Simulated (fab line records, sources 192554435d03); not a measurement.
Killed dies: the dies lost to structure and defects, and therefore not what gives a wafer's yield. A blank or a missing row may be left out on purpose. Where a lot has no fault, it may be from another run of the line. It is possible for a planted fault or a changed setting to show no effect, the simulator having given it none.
Problem report in the 8D (eight disciplines) form, filled by code -- flow n5 finfet -- the parts of the form that need people (team, actions taken, sign-off) are left out

== 1. WHAT IS WRONG ==
Wafers without a fault read 2888.0 rpm, standard deviation 1.7; spin speed rpm at N5_BEOL_M12_COAT_22 reads a mean of 2973.6 rpm on 6 wafers belonging to 2 lots. Measured from the usual mean, that is +50 standard deviations.
The step: resist thk 300 nm.
The first sign was on wafer L939.2 at day 13 14:39, on litho track-05. Wafers with a number at this step in the record: 18, from 6 lots. By rule, "out" or "out of limits" means more than 4 standard deviations away from the usual mean. All remaining wafers that have a number are taken as sound.

== 2. WHAT IT IS; WHAT IT IS NOT ==
question,is,is not
which readings at this step,spin speed rpm,-
which lots,"L939, L940","L930, L932, L941, L945"
which wafers of those lots,all that have a number,-
read on which tools,litho track-05,"litho track-02, litho track-03"
when,from day 13 14:39,"up to then (6 sound wafers); but 6 sound wafers of L941, L945 came after"

== 3. SUSPECTS, AND WHAT RULES EACH OUT ==
Counting: a tool at a process step up to the reading stays a suspect if it ran every lot that is out and no sound lot after the first of them.
- rie diel-03 at N5_BEOL_M12_DESCUM_15 (chemistry O2, time 7.9 s): ruled out as a lasting fault. Sound lots L941 ran on it after its first lot that is out, L939 (day 13 14:07).
- rie diel-03 at N5_BEOL_M12_VIA_ETCH_16 (etches SiOC in C4F8/O2/Ar, target depth 724.8 nm): ruled out as a lasting fault. Sound lots L941 ran on it after its first lot that is out, L939 (day 13 14:12).
- litho track-05 at N5_BEOL_M12_COAT_22 (resist thk 300 nm): kept. It processed each lot that is out, first L939 at day 13 14:39, and no sound lot thereafter; up to then, the last sound lot it processed was L932 at day 11 04:21. Its own spin speed rpm readings are out on those wafers.
The count leaves litho track-05 at N5_BEOL_M12_COAT_22.

== 4. THE CAUSE (what the simulator had put in) ==
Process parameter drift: litho track-05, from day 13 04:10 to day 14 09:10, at N5_BEOL_M12_COAT_22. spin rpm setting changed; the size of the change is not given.
Only this tool survived the counting.

== 5. THE EFFECT CHAIN, in route order ==
Each row: a reading whose mean over the struck wafers that have a number lies more than 3 standard deviations from the usual. Only readings for which the record gives a usual standard deviation are gone through. hours: the time from each lot's start at the first step in this table that gives one to its start at this step, as a median over the lots. sigmas: the change in usual standard deviations.
hours,step,reading,usual,on struck wafers,change,sigmas
0,N5_BEOL_M12_COAT_22,spin speed rpm,2888.0 rpm,2973.6,+85.6,+50
Its process steps:
- N5_BEOL_M12_COAT_22: resist thk 300 nm.
Later measuring or inspecting steps at which every struck wafer that the step has a row for has a number for every such reading, and none has moved that far: N5_BEOL_M12_CD_MEAS_28, N5_BEOL_M12_OVL_MEAS_29, N5_BEOL_M12_INSPECT_30.

== 6. WHAT WOULD HAVE CAUGHT IT SOONER ==
In this record no reading fell out of limits until day 13 14:39, 10 hours after the fault had begun at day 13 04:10.
